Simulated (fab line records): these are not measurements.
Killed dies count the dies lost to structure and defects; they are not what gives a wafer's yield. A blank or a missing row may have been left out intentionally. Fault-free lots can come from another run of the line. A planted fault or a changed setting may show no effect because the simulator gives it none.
Comparing a struck lot with a sound one + flow n5-finfet + 43 steps out of a route of 1938
Sound: these wafers, L441.2, L441.3, L441.6. Struck: wafers L452.4, L452.6. (L452.5 of the same lot was not struck and is left out.) The cause comes at the end.
At each step with rows: each side's tool, then ch and its chambers, then its first start. Under that, the readings that differ: sound wafers + struck wafers + difference of the means + sigmas: that difference in standard deviations of wafers without a fault.
alike: words and numbers the same on both sides, and readings whose means are apart by under 2 such deviations; not compared: readings that were withheld, readings missing a value for some wafer, numbers with overlapping values and no deviation given by the record, and bounds like >300 which may hide the same value.
A row with sigmas, a row that says differs or no value, or rows on one side alone: a step with any of these is where the two part. Numbers that don't overlap but have no deviation are shown without sigmas and don't part them. A reading that every wafer of one side lacks parts them only if that side has two wafers or more.

first, 4 steps without rows for these wafers: N5_STI_FIN_REVEAL_PRECLEAN_25 (cleans in SPM, time 90 s); N5_STI_FIN_REVEAL_PRECLEAN_26 (cleans in SC1, time 45 s); N5_STI_FIN_REVEAL_PRECLEAN_29 (cleans in DHF, time 30 s); N5_STI_FIN_REVEAL_SRD_12 (time 30 s).
N5_STI_FIN_REVEAL_RECESS_09: chemistry HF/NH3, target SiO2, afs cycles 11, target depth 42.5 nm, sublimation time 60 s.
  sound on vapor-etch-01 ch 0,1, day 2 18:55; struck on vapor-etch-01 ch 0,1, day 5 11:38
  alike: drypump-motor-current-A
then, 2 steps without rows for these wafers: N5_STI_FIN_REVEAL_STRIP_16 (strips SiNx in H3PO4, target depth 23.8 nm); N5_STI_FIN_REVEAL_PRECLEAN_17 (cleans in NF3:NH3, afs cycles 1, time 20 s, sublimation time 60 s).
N5_STI_FIN_REVEAL_ETCH_34: etches Si in H2, material Si, target depth 0.97 nm.
  sound on rie-si-03 ch 1,2,3, day 2 21:00; struck on rie-si-05 ch 1, day 5 13:27
  alike: drypump-motor-current-A, oes-product-au, throttle-valve-pct
  not compared: rf-hours-counter-h
N5_STI_FIN_REVEAL_OXIDATION_31: chemistry O2 PLASMA REMOTE, time 20 s.
  sound on plasma-asher-01 ch 1, day 2 21:04; struck on plasma-asher-01 ch 0,1, day 5 13:32
  alike: drypump-motor-current-A, heater-power-w
  not compared: rf-hours-counter-h
then, 3 steps without rows for these wafers: N5_STI_FIN_REVEAL_PRECLEAN_32 (cleans in NF3:NH3, afs cycles 1, time 20 s, sublimation time 60 s); N5_STI_FIN_REVEAL_STRIP_35 (strips Si3N4 in H3PO4, target depth 4 nm, time 39 s); N5_STI_FIN_REVEAL_SRD_21 (time 30 s).
N5_STI_FIN_REVEAL_OXIDATION_33: chemistry O2 PLASMA REMOTE, time 20 s.
  sound on plasma-asher-01 ch 0,1, day 2 21:25; struck on plasma-asher-02 ch 0, day 5 13:55
  alike: drypump-motor-current-A, heater-power-w
  not compared: rf-hours-counter-h
then, 2 steps without rows for these wafers: N5_STI_FIN_REVEAL_CLEAN_19 (cleans in O3/DIW, time 120 s); N5_STI_FIN_REVEAL_SRD_23 (time 30 s).
N5_STI_FIN_REVEAL_CD_MEAS_22: target cd 6.238 nm, pitch 28 nm.
  sound: cd-sem-02 at day 2 21:35; struck: cd-sem-03 at day 5 14:04
| reading    | sound          | struck    | difference | sigmas |
|------------|----------------|-----------|------------|--------|
| cd-nm (nm) | 6.22 5.93 6.40 | 6.91 6.83 | +0.69      | +3     |
N5_STI_FIN_REVEAL_FIN_H_MEAS_10:
  sound: ocd-01 at day 2 21:37; struck: ocd-02 at day 5 14:05
  alike: trench-depth-nm
then, 2 steps without rows for these wafers: N5_STI_FIN_REVEAL_PRECLEAN_18 (cleans in SC2, time 45 s); N5_STI_FIN_REVEAL_SRD_28 (time 30 s).
N5_STI_FIN_REVEAL_INSPECT_13: inspects for defects (darkfield).
  sound: defect-inspect-01 at day 2 21:42; struck: defect-inspect-02 at day 5 14:12
  alike: raw-defect-count
then, 2 steps without rows for these wafers: N5_DUMMY_GATE_PRECLEAN_00 (cleans in O3/DIW, time 60 s); N5_DUMMY_GATE_SRD_01 (time 30 s).
N5_DUMMY_GATE_ALD_02: deposits SiO2, target thk 2 nm, pulse time 1 s.
  sound on ald-sin-02 ch 1,2,3, day 2 21:54; struck on ald-sin-01 ch 1,2, day 5 14:18
  alike: heater-power-w, precursor-pulse-height-rel
then, 3 steps without rows for these wafers: N5_DUMMY_GATE_CVD_03 (deposits a-Si from SiH4, target thk 150 nm, time 8042 s); N5_DUMMY_GATE_PRECLEAN_46 (cleans in DIW, time 89.5 s); N5_DUMMY_GATE_SRD_47 (dry time 32 s).
N5_DUMMY_GATE_CMP_04: polishes a-Si.
  sound on cmp-01 ch 1,2,3, day 3 01:52; struck on cmp-04 ch 1,2, day 5 18:09
  alike: edge-zone-pressure-frac, motor-current-A, retaining-ring-pressure-frac, time-to-endpoint-s
N5_DUMMY_GATE_THK_MEAS_05:
  sound: film-metro-01 at day 3 02:07; struck: film-metro-01 at day 5 18:23
  alike: thk-nm
then, 11 steps without rows for these wafers: N5_DUMMY_GATE_HM_DEP_06 (deposits SiNx from DCS/NH3, target thk 80 nm, time 5141 s); N5_DUMMY_GATE_PECVD_30 (deposits SiO2 from TEOS/O2, target thk 55 nm, time 10.8 s); N5_DUMMY_GATE_COAT_34 (time 60 s, resist thk 60 nm); N5_DUMMY_GATE_COAT_35 (time 60 s, resist thk 10 nm); N5_DUMMY_GATE_COAT_28 (time 60 s, resist thk 10 nm); N5_DUMMY_GATE_COAT_09 (resist thk 30 nm); N5_DUMMY_GATE_EBR_11; N5_DUMMY_GATE_SOFTBAKE_10 (time 60 s); N5_DUMMY_GATE_EXPOSE_12 (exposes mask GATE, target cd 25 nm); N5_DUMMY_GATE_PEB_13 (peb time 60 s); N5_DUMMY_GATE_DEVELOP_14 (develop time 30 s).
N5_DUMMY_GATE_CD_MEAS_15: target cd 25.8 nm.
  sound on cd-sem-01 ch 0, day 3 08:22; struck on cd-sem-01 ch 0, day 5 22:50
  alike: cd-nm
N5_DUMMY_GATE_OVL_MEAS_16:
  sound on overlay-01 ch 0, day 3 08:25; struck on overlay-01 ch 0, day 5 22:53
  alike: GATE_OVL
N5_DUMMY_GATE_INSPECT_17: inspects for defects (brightfield).
  sound: defect-inspect-02 at day 3 08:28; struck: defect-inspect-01 at day 5 22:56
  alike: raw-defect-count
-- here the record skips 5 days between the struck wafers' starts before and after, leaving off in module DUMMY_GATE and picking up in module BEOL_M4 (first step shown: number 1111 of the route) --
N5_BEOL_M4_RC_MEAS_101:
  sound on prober-02 ch 0, day 8 04:36; struck on prober-01 ch 0, day 10 14:41
| reading            | sound             | struck      | difference | sigmas |
|--------------------|-------------------|-------------|------------|--------|
| DIBL_P (mV/V)      | 35.3 35.4 35.0    | 41.9 42.4   | +6.9       | +4     |
| IOFF_N (nA/um)     | 0.150 0.157 0.145 | 0.212 0.214 | +0.062     | +3     |
| IOFF_N_85C (nA/um) | 3.0 3.1 2.9       | 4.0 4.1     | +1.0       | +3     |
| IOFF_N_LIN (nA/um) | 0.072 0.074 0.070 | 0.103 0.102 | +0.030     | +4     |
| IOFF_P (nA/um)     | 0.178 0.186 0.176 | 0.245 0.242 | +0.064     | +3     |
  alike: DIBL_N, ION_N, ION_P, SS_N, SS_P, VT_N, VT_P

WHERE THEY PART
Earliest at N5_STI_FIN_REVEAL_CD_MEAS_22; latest, in this record, at N5_BEOL_M4_RC_MEAS_101.

WHY: what had been put in by the simulator
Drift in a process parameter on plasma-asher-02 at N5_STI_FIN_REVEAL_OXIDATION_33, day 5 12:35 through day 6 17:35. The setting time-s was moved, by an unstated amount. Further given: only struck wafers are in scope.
